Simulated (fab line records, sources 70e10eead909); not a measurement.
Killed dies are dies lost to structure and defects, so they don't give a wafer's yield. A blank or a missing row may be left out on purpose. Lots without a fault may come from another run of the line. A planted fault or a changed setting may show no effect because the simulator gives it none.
Which tool did it? | flow nand_harc | 12 lots, 36 wafers sampled, at 6 steps of a route of 1302

WHAT THE GAUGES READ, wafer by wafer
NHARC_A_M1_INSPECT_11.
lot  | measured     | on                | raw_defect_count
L903 | day 23 08:04 | defect_inspect-02 | 92 100 92
L904 | day 23 12:41 | defect_inspect-02 | 84 73 91
L907 | day 24 06:13 | defect_inspect-01 | 54 50 79
L911 | day 27 12:10 | defect_inspect-01 | 71 69 77
L916 | day 28 07:53 | defect_inspect-02 | 384 108 77
L915 | day 28 10:44 | defect_inspect-01 | 455 143 134
L917 | day 29 10:21 | defect_inspect-02 | 98 102 94
L919 | day 30 00:01 | defect_inspect-02 | 38 39 41
L921 | day 30 14:39 | defect_inspect-02 | 25 27 23
L924 | day 31 13:08 | defect_inspect-02 | 56 67 53
L925 | day 32 06:07 | defect_inspect-01 | 113 104 107
L926 | day 32 10:07 | defect_inspect-01 | 80 75 60

NHARC_END_SORT_01.
lot  | measured     | on        | defect_limited_yield (%) | killed_at_array | killed_at_other | killed_at_periphery | killed_dies | killed_open | killed_short
L903 | day 24 20:58 | prober-02 | 89.8 88.0 89.8           | 66 77 64        | 1 1 2           | 2 3 3               | 69 81 69    | 5 6 2       | 2 5 2
L904 | day 25 03:10 | prober-01 | 90.1 90.4 90.7           | 63 60 59        | 2 3 0           | 2 2 4               | 67 65 63    | 3 6 1       | 2 2 5
L907 | day 26 02:48 | prober-01 | 93.1 92.2 89.8           | 39 48 66        | 0 0 0           | 8 5 3               | 47 53 69    | 2 3 2       | 1 3 5
L911 | day 29 13:23 | prober-02 | 92.3 91.3 91.1           | 41 49 53        | 2 1 0           | 9 9 7               | 52 59 60    | 3 4 3       | 2 3 4
L916 | day 29 19:13 | prober-01 | 81.7 89.8 91.9           | 123 62 53       | 1 2 0           | 0 5 2               | 124 69 55   | 0 0 6       | 4 1 2
L915 | day 29 21:09 | prober-02 | 75.3 86.4 88.5           | 164 83 68       | 1 1 3           | 2 8 7               | 167 92 78   | 2 6 5       | 2 5 3
L917 | day 30 23:19 | prober-01 | 90.5 91.4 91.4           | 57 56 53        | 3 2 3           | 4 0 2               | 64 58 58    | 10 4 5      | 3 0 0
L919 | day 31 08:22 | prober-01 | 93.4 93.9 93.1           | 41 36 41        | 1 0 0           | 3 5 6               | 45 41 47    | 3 3 7       | 5 3 1
L921 | day 32 01:26 | prober-02 | 95.6 95.3 95.7           | 24 30 24        | 1 2 1           | 5 0 4               | 30 32 29    | 3 6 2       | 3 2 0
L924 | day 33 03:28 | prober-01 | 93.4 92.6 93.9           | 41 47 32        | 2 1 2           | 2 2 7               | 45 50 41    | 1 5 4       | 3 1 4
L925 | day 33 18:42 | prober-01 | 88.0 87.7 90.7           | 79 78 59        | 2 2 0           | 0 3 4               | 81 83 63    | 2 4 2       | 1 3 1
L926 | day 33 18:46 | prober-02 | 90.1 90.5 91.4           | 63 59 50        | 0 1 2           | 4 4 6               | 67 64 58    | 4 3 6       | 2 3 2

WHICH TOOL RAN EACH LOT (tool, then ch and the chambers of the sampled wafers, then the start)
lot  | NHARC_A_M0_PVD_21                       | NHARC_A_M0_ANNEAL_30             | NHARC_A_M0_PRE_CLEAN_31         | NHARC_A_M1_ETCH_28
L903 | pvd_sputter-02, day 23 05:51 or earlier | rtp_anneal-02 ch 0, day 23 05:51 | pecvd-02 ch 1,2, day 23 06:39   | rie_diel-02 ch 0,1,3, day 24 20:58 or earlier
L904 | pvd_sputter-03, day 23 10:29 or earlier | rtp_anneal-02 ch 0, day 23 10:29 | pecvd-02 ch 0,2, day 23 11:22   | rie_diel-04 ch 0,3, day 25 03:10 or earlier
L907 | pvd_sputter-02, day 24 04:00 or earlier | rtp_anneal-01 ch 0, day 24 04:00 | pecvd-02 ch 0,1,2, day 24 04:53 | rie_diel-06 ch 0,1,2, day 26 02:48 or earlier
L911 | pvd_sputter-03, day 27 09:41 or earlier | rtp_anneal-02 ch 0, day 27 09:41 | pecvd-02 ch 0,2, day 27 10:35   | rie_diel-06 ch 1,2,3, day 29 13:23 or earlier
L916 | pvd_sputter-01, day 28 05:32 or earlier | rtp_anneal-02 ch 0, day 28 05:32 | pecvd-02 ch 1,2, day 28 06:26   | rie_diel-02 ch 0,1,2, day 29 19:13 or earlier
L915 | pvd_sputter-02, day 28 08:25 or earlier | rtp_anneal-02 ch 0, day 28 08:25 | pecvd-02 ch 0,2, day 28 09:19   | rie_diel-04 ch 0,1,2, day 29 21:09 or earlier
L917 | pvd_sputter-01, day 29 07:57 or earlier | rtp_anneal-01 ch 0, day 29 07:57 | pecvd-03 ch 0,1,2, day 29 08:54 | rie_diel-04 ch 1,3, day 30 23:19 or earlier
L919 | pvd_sputter-02, day 29 21:40 or earlier | rtp_anneal-02 ch 0, day 29 21:40 | pecvd-03 ch 0,1,2, day 29 22:34 | rie_diel-02 ch 0,1,3, day 31 08:22 or earlier
L921 | pvd_sputter-01, day 30 12:24 or earlier | rtp_anneal-02 ch 0, day 30 12:24 | pecvd-01 ch 1,2, day 30 13:20   | rie_diel-02 ch 0,1,3, day 32 01:26 or earlier
L924 | pvd_sputter-01, day 31 10:49 or earlier | rtp_anneal-01 ch 0, day 31 10:49 | pecvd-02 ch 0,1, day 31 11:43   | rie_diel-04 ch 0,1, day 33 03:28 or earlier
L925 | pvd_sputter-02, day 32 03:47 or earlier | rtp_anneal-01 ch 0, day 32 03:47 | pecvd-01 ch 0,1,2, day 32 04:41 | rie_diel-04 ch 0,2,3, day 33 18:42 or earlier
L926 | pvd_sputter-01, day 32 07:48 or earlier | rtp_anneal-01 ch 0, day 32 07:48 | pecvd-02 ch 1,2, day 32 08:42   | rie_diel-04 ch 1,2,3, day 33 18:46 or earlier
- NHARC_A_M0_PVD_21: deposits Cu, target thk 30 nm, time 20.49 s.
- NHARC_A_M0_ANNEAL_30: time 90 s.
- NHARC_A_M0_PRE_CLEAN_31: time 12 s.
- NHARC_A_M1_ETCH_28: etches the open film in CF4/N2, target depth 30 nm, time 72.99 s.

WHAT THE TOOLS THEMSELVES READ (means of the sampled wafers that have a number; where no wafer has one, the mark that the record gives instead)
NHARC_A_M0_PVD_21.
lot  | tool           | throttle_valve_pct (%)
L903 | pvd_sputter-02 | 29.7
L904 | pvd_sputter-03 | 30.7
L907 | pvd_sputter-02 | 29.8
L911 | pvd_sputter-03 | 30.9
L916 | pvd_sputter-01 | 29.9
L915 | pvd_sputter-02 | 29.4
L917 | pvd_sputter-01 | 29.2
L919 | pvd_sputter-02 | 30.1
L921 | pvd_sputter-01 | 28.8
L924 | pvd_sputter-01 | 29.9
L925 | pvd_sputter-02 | 29.6
L926 | pvd_sputter-01 | 28.7

NHARC_A_M0_ANNEAL_30.
lot  | tool          | wafer_temp_C_max
L903 | rtp_anneal-02 | 226.9
L904 | rtp_anneal-02 | 226.9
L907 | rtp_anneal-01 | 226.2
L911 | rtp_anneal-02 | 227.2
L916 | rtp_anneal-02 | 226.3
L915 | rtp_anneal-02 | 227.0
L917 | rtp_anneal-01 | 226.3
L919 | rtp_anneal-02 | 226.8
L921 | rtp_anneal-02 | 227.2
L924 | rtp_anneal-01 | 226.5
L925 | rtp_anneal-01 | 226.5
L926 | rtp_anneal-01 | 226.4

NHARC_A_M0_PRE_CLEAN_31.
lot  | tool     | heater_power_w (W)
L903 | pecvd-02 | 605
L904 | pecvd-02 | 602
L907 | pecvd-02 | 638
L911 | pecvd-02 | 621
L916 | pecvd-02 | 619
L915 | pecvd-02 | 644
L917 | pecvd-03 | 529
L919 | pecvd-03 | 578
L921 | pecvd-01 | 574
L924 | pecvd-02 | 671
L925 | pecvd-01 | 577
L926 | pecvd-02 | 609

NHARC_A_M1_ETCH_28.
lot  | tool        | bias_w (W) | drypump_motor_current_A (A) | oes_product_au (a.u.) | rf_vpp_V (V) | showerhead_plenum_p_Torr (Torr) | throttle_valve_pct (%)
L903 | rie_diel-02 | 100.2      | 5.66                        | 0.998                 | 312.7        | 2.55                            | 19.796
L904 | rie_diel-04 | 99.8       | 5.82                        | 1.002                 | 313.1        | 2.59                            | 19.804
L907 | rie_diel-06 | 99.8       | 5.81                        | 1.004                 | 312.0        | 2.47                            | 19.796
L911 | rie_diel-06 | 99.8       | 5.67                        | 0.995                 | 311.8        | 2.47                            | 19.797
L916 | rie_diel-02 | 100.1      | 5.85                        | 0.998                 | 312.7        | 2.54                            | 19.787
L915 | rie_diel-04 | 100.0      | 5.48                        | 1.009                 | 312.7        | 2.55                            | 19.792
L917 | rie_diel-04 | 100.2      | 5.71                        | 1.010                 | 314.7        | 2.66                            | 19.788
L919 | rie_diel-02 | 100.0      | 5.66                        | 0.997                 | 313.2        | 2.54                            | 19.789
L921 | rie_diel-02 | 99.8       | 5.65                        | 0.998                 | 313.0        | 2.54                            | 19.796
L924 | rie_diel-04 | 99.9       | 5.60                        | 1.007                 | 313.7        | 2.55                            | 19.795
L925 | rie_diel-04 | 99.9       | 5.64                        | 0.995                 | 313.6        | 2.63                            | 19.792
L926 | rie_diel-04 | 99.7       | 5.59                        | 0.997                 | 314.9        | 2.66                            | 19.787

THE ANSWER, worked out from the rows above alone
Rule: what is usual is taken from the lots themselves. Put in order of their means at a reading, lots are off if they are a third of the lots or fewer, leave a main group of 4 or more, and stand apart from it by a gap of 3 or more times the standard deviation of the main group's means; of several such gaps the widest counts. A main group whose means are all the same, to the digits that the tables above print for the reading, isn't used. A lot without any number at a reading at which 4 lots or more have one is off too. The other lots that the step has rows for count as sound. The gauges are gone through in route order, then the tools' own readings, and for those a lot's mean is taken as printed above. The first step at which some lot is off is used, and at that step the reading that is off furthest; a lot without a number counts as furthest.
Off: L916, L915, at NHARC_A_M1_INSPECT_11 (raw_defect_count). The main group: mean 71, standard deviation 25.
A tool fits if, at a process step before that reading, it ran every lot that is off, and no sound lot after the first of them. The gauges at NHARC_A_M1_INSPECT_11 are tried like those tools. NHARC_A_M0_PVD_21 gives no start for some lots, so the hours and the order of its lots are those of NHARC_A_M0_ANNEAL_30. None of those tried fits.

WHAT THE SIMULATOR HAD PUT IN
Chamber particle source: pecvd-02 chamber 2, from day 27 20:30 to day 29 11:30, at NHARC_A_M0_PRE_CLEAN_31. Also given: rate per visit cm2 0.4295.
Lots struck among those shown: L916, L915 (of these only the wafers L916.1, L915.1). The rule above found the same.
